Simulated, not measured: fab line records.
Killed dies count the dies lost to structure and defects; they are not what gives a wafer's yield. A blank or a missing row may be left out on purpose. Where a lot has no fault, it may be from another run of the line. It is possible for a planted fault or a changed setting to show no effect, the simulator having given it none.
2 desks, one fault :: flow nandHarc :: each desk has only its own numbers; what lay behind them comes last

== METROLOGY DESK ==
What the gauges read for every lot (on any tool): the sampled wafers with a number, averaged. Any lot whose mean is over 4 standard deviations away from the usual mean is out of limits and marked OUT; that distance is given in the brackets.
Columns: A = thkNm at NHARC_A_M1_THK_MEAS_24, usual 154.7 nm
lot: L436
first seen here: day 18 01:17
A: 154.5

lot: L437
first seen here: day 18 04:17
A: 153.9

lot: L438
first seen here: day 18 04:36
A: 154.0

lot: L439
first seen here: day 19 06:31
A: 155.5

lot: L448
first seen here: day 21 01:02
A: 154.2

lot: L450
first seen here: day 21 10:26
A: 154.7

lot: L451
first seen here: day 22 09:30
A: 155.6

lot: L454
first seen here: day 22 09:37
A: 155.3

lot: L452
first seen here: day 22 13:25
A: 156.4

lot: L455
first seen here: day 23 00:31
A: 154.8

lot: L453
first seen here: day 23 01:44
A: 154.9

lot: L456
first seen here: day 23 03:42
A: 154.3

lot: L457
first seen here: day 23 16:30
A: 155.0

lot: L458
first seen here: day 23 20:21
A: 155.6
Finding of this desk: none of the 14 lots has anything out of limits.

== DESK OF THE TOOL OWNER: rieDiel-06 ==
The tool's own readings at NHARC_THIN_TSV_ETCHBACK_48 (etches the open film in C4F8/Ar, target depth 1028.5 nm, time 405.17 s): means of the sampled wafers that have a number, for each lot that ran on this tool. Any lot whose mean is over 4 standard deviations away from the usual mean is out of limits and marked OUT; that distance is given in the brackets.
Columns: A = chamberPressureMTorr at NHARC_THIN_TSV_ETCHBACK_48, usual 24.999 mTorr; B = oesProductAu at NHARC_THIN_TSV_ETCHBACK_48, usual 0.95 a.u.; C = rfVppV at NHARC_THIN_TSV_ETCHBACK_48, usual 546.6 V; D = runLengthS at NHARC_THIN_TSV_ETCHBACK_48, usual 426.2 s
lot: L436
first seen here: day 19 02:38
A: 25.010
B: 0.98
C: 550.1
D: 426.3

lot: L438
first seen here: day 19 03:05
A: 24.992
B: 0.96
C: 548.7
D: 426.0

lot: L437
first seen here: day 19 03:43
A: 24.966
B: 1.00
C: 548.1
D: 388.0 (-81) OUT

lot: L439
first seen here: day 20 02:22
A: 24.978
B: 0.91
C: 548.2
D: 349.5 (-99 or more) OUT

lot: L454
first seen here: day 23 06:31
A: 25.001
B: 0.92
C: 547.2
D: 426.2

lot: L455
first seen here: day 24 00:34
A: 24.988
B: 0.92
C: 548.6
D: 426.1
Finding of this desk: L437, L439 out of limits; the first was L437 at day 19 03:43, on runLengthS at NHARC_THIN_TSV_ETCHBACK_48. Within limits: L436, L438, L454, L455.

== ALL TOGETHER ==
An alarm could have come from the tool owner's desk at day 19 03:43, on L437, L439.
Metrology desk: nothing out of limits seen.
The metrology desk holds a record of L437, L439, inside its limits.
NHARC_THIN_TSV_ETCHBACK_48 was run on rieDiel-06 by each of the lots named.

== WHAT THE SIMULATOR HAD PUT IN ==
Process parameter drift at NHARC_THIN_TSV_ETCHBACK_48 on rieDiel-06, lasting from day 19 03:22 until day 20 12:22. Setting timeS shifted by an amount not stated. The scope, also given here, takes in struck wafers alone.
Shown lots that were struck: L437, L439.
Each desk's first reading out of limits, in hours after the fault started: the tool owner's desk, 0.
